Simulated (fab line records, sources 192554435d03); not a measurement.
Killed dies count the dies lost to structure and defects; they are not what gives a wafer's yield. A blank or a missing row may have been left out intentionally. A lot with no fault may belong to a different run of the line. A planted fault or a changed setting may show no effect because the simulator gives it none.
fab line records	flow n5_finfet
record: lots: 12	wafers: 30	last_day: 18
route steps=1938 shown BEOL_M3@1003 BEOL_M4@1111 PASSIVATION@1936
lots untouched by any fault: they come from a run of this same line in which no faults occurred
start_h: start of the lot's first displayed wafer, in hours after the record's first day	wait_h: hours elapsed since this lot's preceding step	" the same as in the row above	L1.1+2: a row that stands for several wafers	- no value present, or no start provided	* or withheld: withheld	< > ~ a bound
route shown NAME@n: NAME is a module with steps in the file, n the number in the route of the first one	usual: the fault-free wafers' mean and standard deviation	same: alike in all rows	chamber/n: place in a boat	sites: each site's reading	_std_site: how widely they spread, as a standard deviation	_edge_site: mean of outer sites minus mean of inner sites	radius_mm: how far each site lies from the wafer's centre	mask NAME#n: copy n	behind: the tool/chamber that last shaped the wafer	hold: cause of the lot's hold/its duration in hours/its outcome	device: which transistor (n, p or np) failed to switch	end of line: the route-end tests of the same wafers	a step without rows: its recipe alone	killed: not the wafer's yield, but the dies lost to structure and defects at the first sort	map: a wafer's dies, marking killed ones x, the rest . and places with no die _
set.NAME: the setting that was run; set.NAME@STEP: the one run at that earlier step	model.NAME: the simulator's own value behind a step, which no gauge read
one table for each step of the route and one row for each wafer, over a sample of lots
== steps ==
step: N5_BEOL_M3_ANNEAL_89
recipe: temp_c: 400	time_s: 240	ambient: vacuum
usual: heater_power_w: 820/57	susceptor_temp_C: 399.98/0.21
lot.wafer	tool	chamber	start_h	wait_h	heater_power_w	susceptor_temp_C
L627.2	pvd_sputter-03	-	176.42	0.0	778	399.99
L627.3	"	-	"	"	875	399.57
L631.1	pvd_sputter-01	-	184.27	0.0	759	400.04
L631.3	"	-	"	"	816	399.86
L631.4	"	-	"	"	761	399.63
L636.1	pvd_sputter-01	-	229.85	0.0	-	-
L636.2	"	-	"	"	-	-
L636.6	"	-	"	"	-	-
L637.2	pvd_sputter-01	-	234.73	0.0	-	-
L637.5	"	-	"	"	-	-
L637.6	"	-	"	"	-	-
L638.2	pvd_sputter-01	-	257.56	0.0	-	-
L638.3	"	-	"	"	-	-
L638.6	"	-	"	"	-	-
L640.2	pvd_sputter-03	-	261.28	0.0	890	400.02
L640.4	"	-	"	"	791	399.72
L640.6	"	-	"	"	877	399.91
L642.1	pvd_sputter-03	-	270.80	0.0	885	399.65
L642.4	"	-	"	"	865	400.08
L646.2	pvd_sputter-03	-	288.10	0.0	782	400.29
L646.4	"	-	"	"	895	399.98
L644.1	pvd_sputter-03	-	289.94	0.0	858	400.15
L644.6	"	-	"	"	879	399.67
L648.2	pvd_sputter-01	-	293.49	0.0	832	399.71
L648.4	"	-	"	"	758	400.14
L645.3	pvd_sputter-01	-	297.79	0.0	809	399.82
L645.5	"	-	"	"	723	399.68
L647.4	pvd_sputter-02	-	301.61	0.0	917	399.90
L647.5	"	-	"	"	822	399.87
L647.6	"	-	"	"	927	399.90
step: N5_BEOL_M3_SPUTTER_92
recipe: material: Cu	target_thk_a: 45	temp_c: -20	chamber_pressure_pa: 0.07	power_w: withheld	time_s: 8.29
usual: throttle_valve_pct: 30.2/0.94
lot.wafer	tool	chamber	start_h	wait_h	throttle_valve_pct
L627.2	pvd_sputter-03	-	176.78	0.1	31.6
L627.3	"	-	"	"	29.0
L631.1	pvd_sputter-01	-	184.63	0.1	31.7
L631.3	"	-	"	"	30.2
L631.4	"	-	"	"	28.6
L636.1	pvd_sputter-01	-	230.21	0.1	30.4
L636.2	"	-	"	"	28.8
L636.6	"	-	"	"	30.2
L637.2	pvd_sputter-01	-	235.09	0.1	30.2
L637.5	"	-	"	"	30.3
L637.6	"	-	"	"	30.4
L638.2	pvd_sputter-01	-	257.92	0.1	29.1
L638.3	"	-	"	"	30.4
L638.6	"	-	"	"	31.6
L640.2	pvd_sputter-03	-	261.64	0.1	29.5
L640.4	"	-	"	"	30.8
L640.6	"	-	"	"	29.2
L642.1	pvd_sputter-03	-	271.16	0.1	29.8
L642.4	"	-	"	"	28.8
L646.2	pvd_sputter-03	-	288.46	0.1	31.5
L646.4	"	-	"	"	29.9
L644.1	pvd_sputter-03	-	290.30	0.1	29.2
L644.6	"	-	"	"	29.5
L648.2	pvd_sputter-01	-	293.85	0.1	30.4
L648.4	"	-	"	"	31.6
L645.3	pvd_sputter-01	-	298.15	0.1	30.3
L645.5	"	-	"	"	30.3
L647.4	pvd_sputter-02	-	301.97	0.1	30.0
L647.5	"	-	"	"	30.3
L647.6	"	-	"	"	29.8
step: N5_BEOL_M3_ANNEAL_93
recipe: temp_c: 400	time_s: 240	ambient: vacuum
usual: heater_power_w: 820/56	susceptor_temp_C: 399.99/0.21
lot.wafer	tool	chamber	start_h	wait_h	heater_power_w	susceptor_temp_C
L627.2	pvd_sputter-03	-	176.86	0.0	783	399.77
L627.3	"	-	"	"	869	400.02
L631.1	pvd_sputter-01	-	184.71	0.0	771	400.07
L631.3	"	-	"	"	804	399.83
L631.4	"	-	"	"	737	399.87
L636.1	pvd_sputter-01	-	230.29	0.0	828	399.79
L636.2	"	-	"	"	769	400.00
L636.6	"	-	"	"	756	400.48
L637.2	pvd_sputter-01	-	235.17	0.0	749	400.20
L637.5	"	-	"	"	812	399.86
L637.6	"	-	"	"	752	400.18
L638.2	pvd_sputter-01	-	258.00	0.0	771	399.90
L638.3	"	-	"	"	835	399.96
L638.6	"	-	"	"	762	400.13
L640.2	pvd_sputter-03	-	261.72	0.0	883	400.05
L640.4	"	-	"	"	804	399.97
L640.6	"	-	"	"	870	400.08
L642.1	pvd_sputter-03	-	271.24	0.0	881	400.06
L642.4	"	-	"	"	867	400.54
L646.2	pvd_sputter-03	-	288.54	0.0	789	399.99
L646.4	"	-	"	"	892	400.16
L644.1	pvd_sputter-03	-	290.38	0.0	880	399.75
L644.6	"	-	"	"	884	400.16
L648.2	pvd_sputter-01	-	293.93	0.0	837	400.37
L648.4	"	-	"	"	773	400.01
L645.3	pvd_sputter-01	-	298.23	0.0	805	399.95
L645.5	"	-	"	"	783	399.86
L647.4	pvd_sputter-02	-	302.05	0.0	922	399.99
L647.5	"	-	"	"	825	399.92
L647.6	"	-	"	"	937	400.25
step: N5_BEOL_M3_ANNEAL_95
recipe: temp_c: 400	time_s: 240	ambient: vacuum
usual: heater_power_w: 819/56	susceptor_temp_C: 400.00/0.21
lot.wafer	tool	chamber	start_h	wait_h	heater_power_w	susceptor_temp_C
L627.2	pvd_sputter-03	-	177.08	0.0	783	399.95
L627.3	"	-	"	"	887	400.12
L631.1	pvd_sputter-01	-	184.93	0.0	795	400.25
L631.3	"	-	"	"	817	399.85
L631.4	"	-	"	"	759	400.42
L636.1	pvd_sputter-01	-	230.51	0.0	814	399.99
L636.2	"	-	"	"	775	400.28
L636.6	"	-	"	"	777	399.94
L637.2	pvd_sputter-01	-	235.39	0.0	753	400.13
L637.5	"	-	"	"	826	400.22
L637.6	"	-	"	"	749	400.18
L638.2	pvd_sputter-01	-	258.22	0.0	772	400.15
L638.3	"	-	"	"	820	399.94
L638.6	"	-	"	"	764	399.74
L640.2	pvd_sputter-03	-	261.94	0.0	888	400.39
L640.4	"	-	"	"	788	400.31
L640.6	"	-	"	"	872	400.20
L642.1	pvd_sputter-03	-	271.46	0.0	873	400.26
L642.4	"	-	"	"	873	399.79
L646.2	pvd_sputter-03	-	288.76	0.0	813	400.21
L646.4	"	-	"	"	863	400.25
L644.1	pvd_sputter-03	-	290.60	0.0	863	400.30
L644.6	"	-	"	"	890	400.05
L648.2	pvd_sputter-01	-	294.15	0.0	822	400.05
L648.4	"	-	"	"	759	400.14
L645.3	pvd_sputter-01	-	298.45	0.0	837	400.30
L645.5	"	-	"	"	757	399.79
L647.4	pvd_sputter-02	-	302.27	0.0	916	399.74
L647.5	"	-	"	"	805	399.74
L647.6	"	-	"	"	922	400.05
step: N5_BEOL_M4_RC_MEAS_101
usual: DIBL_N: 36.1/2	DIBL_P: 36.3/2.5	IOFF_N: 0.16/0.037	IOFF_P: 0.21/0.039	ION_N: 678/15	ION_P: 465/8.7	SS_N: 71.4/0.7	SS_P: 73.3/0.74	VT_N: 249/3.6	VT_P: -250.0/2.9
lot.wafer	tool	chamber	start_h	wait_h	DIBL_N[mV/V]	DIBL_P[mV/V]	IOFF_N[nA/um]	IOFF_P[nA/um]	ION_N[uA/um]	ION_P[uA/um]	SS_N[mV/dec]	SS_P[mV/dec]	VT_N[mV]	VT_P[mV]
L627.2	prober-01	0	191.52	0.2	35.7	35.4	0.14	0.17	675	457	70.6	73.0	254	-255.2
L627.3	"	0	"	"	37.6	37.8	0.18	0.22	674	460	72.1	74.7	249	-249.7
L631.1	prober-01	0	198.46	0.1	34.8	35.2	0.14	0.18	687	470	71.5	72.7	251	-250.1
L631.3	"	0	"	"	34.5	35.1	0.13	0.17	670	459	71.3	73.1	251	-251.9
L631.4	"	0	"	"	38.4	40.7	0.21	0.27	687	472	72.4	74.3	244	-245.6
L636.1	prober-01	0	255.86	0.0	34.2	32.9	0.12	0.19	666	463	70.9	72.2	253	-250.1
L636.2	"	0	"	"	35.7	34.2	0.14	0.20	675	466	71.2	73.9	252	-249.2
L636.6	"	0	"	"	39.3	38.5	0.20	0.28	667	456	73.3	73.9	247	-248.1
L637.2	prober-02	0	256.44	0.2	38.8	41.2	0.25	0.32	705	485	72.3	73.9	243	-243.5
L637.5	"	0	"	"	33.9	34.1	0.13	0.19	680	468	70.7	72.6	249	-252.0
L637.6	"	0	"	"	38.7	39.1	0.23	0.27	697	474	72.0	73.4	244	-249.4
L638.2	prober-02	0	275.26	0.2	38.2	39.3	0.20	0.22	691	468	72.0	73.3	247	-249.6
L638.3	"	0	"	"	39.7	41.3	0.26	0.26	715	482	72.2	74.2	241	-246.2
L638.6	"	0	"	"	39.1	40.2	0.21	0.24	680	459	72.0	74.2	245	-248.8
L640.2	prober-02	0	285.04	0.7	38.7	38.7	0.22	0.25	690	463	72.0	74.1	246	-247.5
L640.4	"	0	"	"	37.1	37.5	0.20	0.23	690	469	71.7	72.8	246	-248.3
L640.6	"	0	"	"	38.4	39.5	0.22	0.27	697	469	72.0	74.3	242	-247.3
L642.1	prober-02	0	299.15	0.0	35.3	36.6	0.15	0.21	654	456	71.2	73.1	252	-249.0
L642.4	"	0	"	"	34.1	34.7	0.14	0.19	674	473	70.5	71.9	251	-250.6
L646.2	prober-02	0	306.21	0.2	38.5	39.9	0.21	0.22	685	455	72.0	74.3	248	-252.6
L646.4	"	0	"	"	35.2	34.9	0.15	0.16	671	451	70.6	72.9	252	-256.1
L644.1	prober-02	0	308.27	0.0	34.5	35.3	0.15	0.20	690	476	71.0	72.5	249	-250.5
L644.6	"	0	"	"	34.3	35.2	0.13	0.19	660	453	70.8	72.5	252	-249.1
L648.2	prober-02	0	313.26	0.2	34.2	34.1	0.13	0.18	676	466	70.1	73.3	251	-251.3
L648.4	"	0	"	"	36.9	37.5	0.16	0.23	672	468	71.6	74.1	251	-249.1
L645.3	prober-02	0	318.94	0.3	35.6	35.0	0.15	0.20	675	466	71.8	73.3	250	-247.7
L645.5	"	0	"	"	33.9	33.2	0.13	0.20	679	471	70.7	73.0	252	-248.3
L647.4	prober-01	0	325.44	0.5	39.8	41.0	0.25	0.31	702	476	72.3	74.4	242	-245.9
L647.5	"	0	"	"	36.3	37.9	0.17	0.25	687	474	71.1	74.2	246	-244.9
L647.6	"	0	"	"	37.8	38.1	0.21	0.24	689	460	72.4	74.1	244	-248.1
step: N5_PASSIVATION_PROBE_49
usual: defect_limited_yield: 91.1/1.3	killed_at_M0_to_M3: 32/9.7	killed_at_M4_up: 16/6	killed_at_contacts: 12/5.9	killed_at_front_end: 41/11	killed_at_other: 4/3.1	killed_dies: 104/16	killed_on_rim: 14/4	killed_open: 68/12	killed_short: 34/7.4	sort_bin_5_function: 5.1/0.85	sort_bin_6_memory: 3.3/0.66	sort_bin_8_speed: 0.1/0.53	sort_n_pass: 1075/16	sort_yield_pct: 91.1/1.4
same: gross_dies: 1180	killed_at_back_side: 0	sort_bin_4_leakage[%]: 0
lot.wafer	tool	chamber	start_h	wait_h	defect_limited_yield[%]	killed_at_M0_to_M3	killed_at_M4_up	killed_at_contacts	killed_at_front_end	killed_at_other	killed_dies	killed_on_rim	killed_open	killed_short	sort_bin_5_function[%]	sort_bin_6_memory[%]	sort_bin_8_speed[%]	sort_n_pass	sort_yield_pct[%]
L627.2	prober-01	-	309.99	0.1	92.1	33	9	10	40	1	93	12	68	23	4.4	3.2	0	1087	92.1
L627.3	prober-01	-	310.04	0.1	89.2	36	15	5	59	12	127	20	82	37	5.9	4.5	0	1053	89.2
L631.1	prober-02	-	319.56	0.2	90.3	34	15	11	51	3	114	12	80	34	4.4	5.0	0	1066	90.3
L631.3	prober-02	-	319.66	0.3	89.9	47	14	15	41	2	119	15	85	32	6.3	3.3	0	1061	89.9
L631.4	prober-02	-	319.71	0.3	92.4	29	13	11	34	3	90	11	59	30	4.8	2.6	0	1090	92.4
L636.1	prober-02	-	365.95	0.0	88.6	29	18	32	56	0	135	23	94	37	6.5	4.6	0	1045	88.6
L636.2	prober-02	-	366.00	0.1	92.5	19	14	11	42	2	88	13	57	30	4.2	2.9	0	1092	92.5
L636.6	prober-02	-	366.20	0.3	91.9	22	14	27	33	0	96	11	71	25	5.0	3.1	0	1084	91.9
L637.2	prober-01	-	367.61	0.1	89.9	34	11	9	54	11	119	16	69	43	6.4	2.6	0.1	1061	89.9
L637.5	prober-01	-	367.76	0.2	89.9	37	18	7	46	11	119	17	77	37	5.8	3.5	0	1061	89.9
L637.6	prober-01	-	367.81	0.3	88.8	50	17	12	42	11	132	18	81	51	6.4	4.4	0	1048	88.8
L638.2	prober-02	-	376.96	0.1	90.1	39	22	12	42	2	117	14	85	32	5.6	3.8	0	1063	90.1
L638.3	prober-02	-	377.01	0.1	90.4	37	28	10	35	3	113	14	78	35	5.0	3.8	0	1067	90.4
L638.6	prober-02	-	377.16	0.3	92.2	25	23	18	26	0	92	11	67	24	4.9	2.5	0	1088	92.2
L640.2	prober-02	-	399.00	0.1	89.8	45	10	10	55	0	120	17	81	31	5.7	3.8	0	1060	89.8
L640.4	prober-02	-	399.10	0.2	88.7	43	11	14	57	8	133	19	81	48	5.4	4.9	0	1047	88.7
L640.6	prober-02	-	399.20	0.3	90.2	63	6	11	33	3	116	14	79	37	6.3	3.3	0	1064	90.2
L642.1	prober-01	-	399.94	0.0	93.1	18	22	7	35	0	82	8	54	27	4.8	2.0	0	1098	93.1
L642.4	prober-01	-	400.09	0.2	94.2	16	13	5	31	3	68	10	41	26	3.6	2.1	0	1112	94.2
L646.2	prober-02	-	418.25	0.1	91.6	30	20	16	28	5	99	19	66	32	5.7	2.5	0	1081	91.6
L646.4	prober-02	-	418.35	0.2	92.7	25	20	2	36	3	86	11	51	32	4.4	2.5	0	1094	92.7
L644.1	prober-01	-	425.29	0.0	90.8	25	6	19	56	3	109	17	80	28	5.4	3.6	0	1071	90.8
L644.6	prober-01	-	425.54	0.3	90.8	41	7	9	49	3	109	15	66	41	4.8	3.9	0	1071	90.8
L645.3	prober-02	-	425.73	0.1	90.1	40	19	12	41	5	117	19	81	31	5.7	3.9	0	1063	90.1
L645.5	prober-02	-	425.83	0.2	91.8	33	7	17	36	4	97	15	66	30	4.4	3.3	0	1083	91.8
L647.4	prober-01	-	430.62	0.2	91.5	35	13	8	32	12	100	19	60	34	4.9	2.9	0	1080	91.5
L647.5	prober-01	-	430.67	0.2	89.9	36	20	7	49	7	119	21	68	43	4.9	3.8	0	1061	89.9
L647.6	prober-01	-	430.72	0.3	90.7	30	25	10	35	10	110	19	77	32	5.3	3.8	0	1070	90.7
L648.2	prober-02	-	442.78	0.6	89.1	38	13	13	60	5	129	15	87	34	6.8	3.1	0	1051	89.1
L648.4	prober-02	-	442.88	0.7	91.1	40	9	8	48	0	105	16	60	43	5.1	3.5	0	1075	91.1
killed by level:class
L627.2 BEOL_M3:geometric_particle:open=13 FIN_SAQP:geometric_particle:open=12 STI_FIN_REVEAL:geometric_particle:open=10 BEOL_M0:geometric_particle:open=7 MOL_CONTACT_COAG:geometric_particle:short=6 FIN_SAQP:geometric_particle:short=4 STARTING-WAFER:geometric_particle:open=4 MOL_CONTACT_COAG:geometric_particle:open=4
L627.3 FIN_SAQP:geometric_particle:open=17 DUMMY_GATE:geometric_particle:open=11 BEOL_M1:geometric_particle:open=10 FIN_SAQP:geometric_particle:short=9 STI_FIN_REVEAL:geometric_particle:open=7 PASSIVATION:area_etch=7 BEOL_M3:geometric_particle:open=6 BEOL_M4:geometric_particle:open=5
L631.1 FIN_SAQP:geometric_particle:short=13 BEOL_M1:geometric_particle:open=13 FIN_SAQP:geometric_particle:open=10 STI_FIN_REVEAL:geometric_particle:open=9 BEOL_M2:geometric_particle:open=9 MOL_CONTACT_COAG:geometric_particle:open=8 BEOL_M3:geometric_particle:open=6 BEOL_M4:geometric_particle:open=6
L631.3 MOL_CONTACT_COAG:geometric_particle:open=12 BEOL_M1:geometric_particle:open=11 FIN_SAQP:geometric_particle:open=11 BEOL_M2:geometric_particle:open=9 STI_FIN_REVEAL:geometric_particle:open=8 BEOL_M3:geometric_particle:open=8 FIN_SAQP:geometric_particle:short=7 BEOL_M4:geometric_particle:open=7
L631.4 BEOL_M1:geometric_particle:open=11 FIN_SAQP:geometric_particle:short=9 MOL_CONTACT_COAG:geometric_particle:open=9 FIN_SAQP:geometric_particle:open=6 BEOL_M5:geometric_particle:open=6 BEOL_M0_SAQP:geometric_particle:short=5 DUMMY_GATE:geometric_particle:open=4 GATE_CUT:geometric_particle:open=4
L636.1 MOL_CONTACT_COAG:geometric_particle:open=20 FIN_SAQP:geometric_particle:open=14 BEOL_M2:geometric_particle:open=13 MOL_CONTACT_COAG:geometric_particle:short=10 BEOL_M4:geometric_particle:open=10 STI_FIN_REVEAL:geometric_particle:open=7 DUMMY_GATE:geometric_particle:open=7 FIN_SAQP:geometric_particle:short=6
L636.2 FIN_SAQP:geometric_particle:open=18 MOL_CONTACT_COAG:geometric_particle:open=8 BEOL_M0_SAQP:geometric_particle:open=5 FIN_SAQP:geometric_particle:short=4 STI_FIN_REVEAL:geometric_particle:open=4 DUMMY_GATE:geometric_particle:open=4 BEOL_M1:geometric_particle:open=3 MOL_CONTACT_COAG:geometric_particle:short=3
L636.6 MOL_CONTACT_COAG:geometric_particle:open=22 FIN_SAQP:geometric_particle:open=10 STI_FIN_REVEAL:geometric_particle:open=5 MOL_CONTACT_COAG:geometric_particle:short=5 BEOL_M0_SAQP:geometric_particle:open=5 BEOL_M2:geometric_particle:open=5 BEOL_M5:geometric_particle:open=5 FIN_SAQP:geometric_particle:short=4
L637.2 FIN_SAQP:geometric_particle:short=14 BEOL_M0_SAQP:geometric_particle:open=11 FIN_SAQP:geometric_particle:open=9 GATE_CUT:geometric_particle:open=9 GATE_CUT:geometric_particle:short=6 MOL_CONTACT_COAG:geometric_particle:open=6 BEOL_M0_SAQP:geometric_particle:short=6 HKMG_FIN:area_etch=6
L637.5 GATE_CUT:geometric_particle:short=9 FIN_SAQP:geometric_particle:short=8 FIN_SAQP:geometric_particle:open=8 BEOL_M0:geometric_particle:open=8 BEOL_M2:geometric_particle:open=8 MOL_CONTACT_COAG:geometric_particle:open=6 BEOL_M0_SAQP:geometric_particle:open=5 STI_FIN_REVEAL:geometric_particle:open=4
L637.6 FIN_SAQP:geometric_particle:open=10 BEOL_M3:geometric_particle:open=10 GATE_CUT:geometric_particle:short=10 MOL_CONTACT_COAG:geometric_particle:open=9 BEOL_M4:geometric_particle:open=8 BEOL_M0_SAQP:geometric_particle:open=8 BEOL_M0:geometric_particle:open=7 PAD_METAL:geometric_particle:short=7
L638.2 BEOL_M4:geometric_particle:open=16 STI_FIN_REVEAL:geometric_particle:open=13 MOL_CONTACT_COAG:geometric_particle:open=10 BEOL_M1:geometric_particle:open=9 BEOL_M0_SAQP:geometric_particle:open=8 DUMMY_GATE:geometric_particle:open=7 FIN_SAQP:geometric_particle:open=6 BEOL_M2:geometric_particle:open=6
L638.3 BEOL_M4:geometric_particle:open=15 STI_FIN_REVEAL:geometric_particle:open=14 BEOL_M1:geometric_particle:open=12 MOL_CONTACT_COAG:geometric_particle:open=7 BEOL_M4:geometric_particle:short=7 BEOL_M3:geometric_particle:open=7 DUMMY_GATE:geometric_particle:open=5 FIN_SAQP:geometric_particle:short=4
L638.6 MOL_CONTACT_COAG:geometric_particle:open=14 BEOL_M4:geometric_particle:open=12 STI_FIN_REVEAL:geometric_particle:open=8 BEOL_M2:geometric_particle:open=8 BEOL_M1:geometric_particle:open=5 BEOL_M3:geometric_particle:open=5 MOL_CONTACT_COAG:geometric_particle:short=4 BEOL_M0_SAQP:geometric_particle:short=4
L640.2 FIN_SAQP:geometric_particle:open=14 BEOL_M3:geometric_particle:open=12 BEOL_M0_SAQP:geometric_particle:open=11 FIN_SAQP:geometric_particle:short=10 BEOL_M2:geometric_particle:open=9 HKMG_FIN:area_etch=8 MOL_CONTACT_COAG:geometric_particle:open=7 BEOL_M0_SAQP:geometric_particle:short=7
L640.4 FIN_SAQP:geometric_particle:open=14 MOL_CONTACT_COAG:geometric_particle:open=13 BEOL_M0_SAQP:geometric_particle:short=13 BEOL_M2:geometric_particle:open=11 FIN_SAQP:geometric_particle:short=10 BEOL_M0_SAQP:geometric_particle:open=7 BEOL_M3:geometric_particle:open=5 STI_FIN_REVEAL:geometric_particle:open=4
L640.6 BEOL_M2:geometric_particle:open=16 BEOL_M0_SAQP:geometric_particle:short=14 BEOL_M0_SAQP:geometric_particle:open=13 FIN_SAQP:geometric_particle:open=11 MOL_CONTACT_COAG:geometric_particle:open=10 FIN_SAQP:geometric_particle:short=8 BEOL_M3:geometric_particle:open=8 STI_FIN_REVEAL:geometric_particle:open=4
L642.1 BEOL_M3:geometric_particle:open=7 FIN_SAQP:geometric_particle:short=6 BEOL_M4:geometric_particle:open=6 DUMMY_GATE:geometric_particle:open=5 MOL_CONTACT_COAG:geometric_particle:open=5 BEOL_M2:geometric_particle:open=5 STARTING-WAFER:geometric_particle:open=5 GATE_CUT:geometric_particle:short=4
L642.4 FIN_SAQP:geometric_particle:short=9 DUMMY_GATE:geometric_particle:open=7 MOL_CONTACT_COAG:geometric_particle:open=4 BEOL_M3:geometric_particle:open=4 GATE_CUT:geometric_particle:short=3 BEOL_M1:geometric_particle:open=3 BEOL_M3:geometric_particle:short=3 BEOL_M5:geometric_particle:open=3
L646.2 MOL_CONTACT_COAG:geometric_particle:open=11 BEOL_M4:geometric_particle:open=9 BEOL_M0_SAQP:geometric_particle:open=8 STI_FIN_REVEAL:geometric_particle:open=7 FIN_SAQP:geometric_particle:short=6 MOL_CONTACT_COAG:geometric_particle:short=5 BEOL_M0_SAQP:geometric_particle:short=5 BEOL_M2:geometric_particle:open=5
L646.4 BEOL_M4:geometric_particle:open=10 FIN_SAQP:geometric_particle:short=7 BEOL_M0_SAQP:geometric_particle:short=7 BEOL_M1:geometric_particle:open=7 GATE_CUT:geometric_particle:open=5 GATE_CUT:geometric_particle:short=5 BEOL_M2:geometric_particle:open=5 FIN_SAQP:geometric_particle:open=4
L644.1 MOL_CONTACT_COAG:geometric_particle:open=16 FIN_SAQP:geometric_particle:open=10 BEOL_M0_SAQP:geometric_particle:open=9 STI_FIN_REVEAL:geometric_particle:open=8 DUMMY_GATE:geometric_particle:open=7 BEOL_M3:geometric_particle:open=6 FIN_SAQP:geometric_particle:short=5 ILD0:geometric_particle:open=5
L644.6 BEOL_M0_SAQP:geometric_particle:short=11 FIN_SAQP:geometric_particle:open=9 FIN_SAQP:geometric_particle:short=9 BEOL_M0_SAQP:geometric_particle:open=9 STI_FIN_REVEAL:geometric_particle:open=8 BEOL_M2:geometric_particle:open=7 BEOL_M3:geometric_particle:open=7 GATE_CUT:geometric_particle:open=6
L645.3 FIN_SAQP:geometric_particle:open=13 BEOL_M0_SAQP:geometric_particle:open=11 MOL_CONTACT_COAG:geometric_particle:open=10 BEOL_M3:geometric_particle:open=9 BEOL_M0_SAQP:geometric_particle:short=8 BEOL_M4:geometric_particle:open=6 STI_FIN_REVEAL:geometric_particle:open=5 GATE_CUT:geometric_particle:short=5
L645.5 MOL_CONTACT_COAG:geometric_particle:open=12 BEOL_M3:geometric_particle:open=11 DUMMY_GATE:geometric_particle:open=9 BEOL_M0_SAQP:geometric_particle:open=6 GATE_CUT:geometric_particle:open=5 MOL_CONTACT_COAG:geometric_particle:short=5 BEOL_M0_SAQP:geometric_particle:short=4 DUMMY_GATE:geometric_particle:short=4
L647.4 BEOL_M3:geometric_particle:open=11 FIN_SAQP:geometric_particle:open=8 MOL_CONTACT_COAG:geometric_particle:open=7 BEOL_M0_SAQP:geometric_particle:short=6 BEOL_M4:geometric_particle:open=6 HKMG_FIN:area_etch=6 FIN_SAQP:geometric_particle:short=4 BEOL_M0_SAQP:geometric_particle:open=4
L647.5 FIN_SAQP:geometric_particle:short=10 BEOL_M3:geometric_particle:open=9 STI_FIN_REVEAL:geometric_particle:open=8 BEOL_M4:geometric_particle:open=8 HKMG_FIN:area_etch=8 BEOL_M2:geometric_particle:short=6 BEOL_M0_SAQP:geometric_particle:short=5 DUMMY_GATE:geometric_particle:open=5
L647.6 FIN_SAQP:geometric_particle:short=13 BEOL_M4:geometric_particle:open=12 MOL_CONTACT_COAG:geometric_particle:open=10 BEOL_M3:geometric_particle:open=9 BEOL_M2:geometric_particle:open=7 BEOL_M0_SAQP:geometric_particle:short=6 FIN_SAQP:geometric_particle:open=5 STARTING-WAFER:geometric_particle:open=5
L648.2 FIN_SAQP:geometric_particle:open=18 FIN_SAQP:geometric_particle:short=14 MOL_CONTACT_COAG:geometric_particle:open=11 STI_FIN_REVEAL:geometric_particle:open=8 BEOL_M0_SAQP:geometric_particle:open=8 HKMG_FIN:area_etch=8 BEOL_M1:geometric_particle:open=7 BEOL_M3:geometric_particle:open=7
L648.4 STI_FIN_REVEAL:geometric_particle:open=12 BEOL_M0_SAQP:geometric_particle:short=12 FIN_SAQP:geometric_particle:short=9 FIN_SAQP:geometric_particle:open=9 BEOL_M1:geometric_particle:open=8 DUMMY_GATE:geometric_particle:open=6 MOL_CONTACT_COAG:geometric_particle:open=6 BEOL_M2:geometric_particle:open=5
== key ==
first_sign: step: N5_BEOL_M3_ANNEAL_89	reading: tool_record	direction: missing
effect none on later readings
met_at N5_BEOL_M3_ANNEAL_89
struck_lots L636,L637,L638
not_acting_at N5_BEOL_M3_SPUTTER_92,N5_BEOL_M3_ANNEAL_93,N5_BEOL_M3_ANNEAL_95
onset_between 184.27 229.85
fault: kind: skipped_step_whole	tool: pvd_sputter-01	chamber: -	onset_h: 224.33	steps: N5_BEOL_M3_ANNEAL_89	scope: struck_lots_only
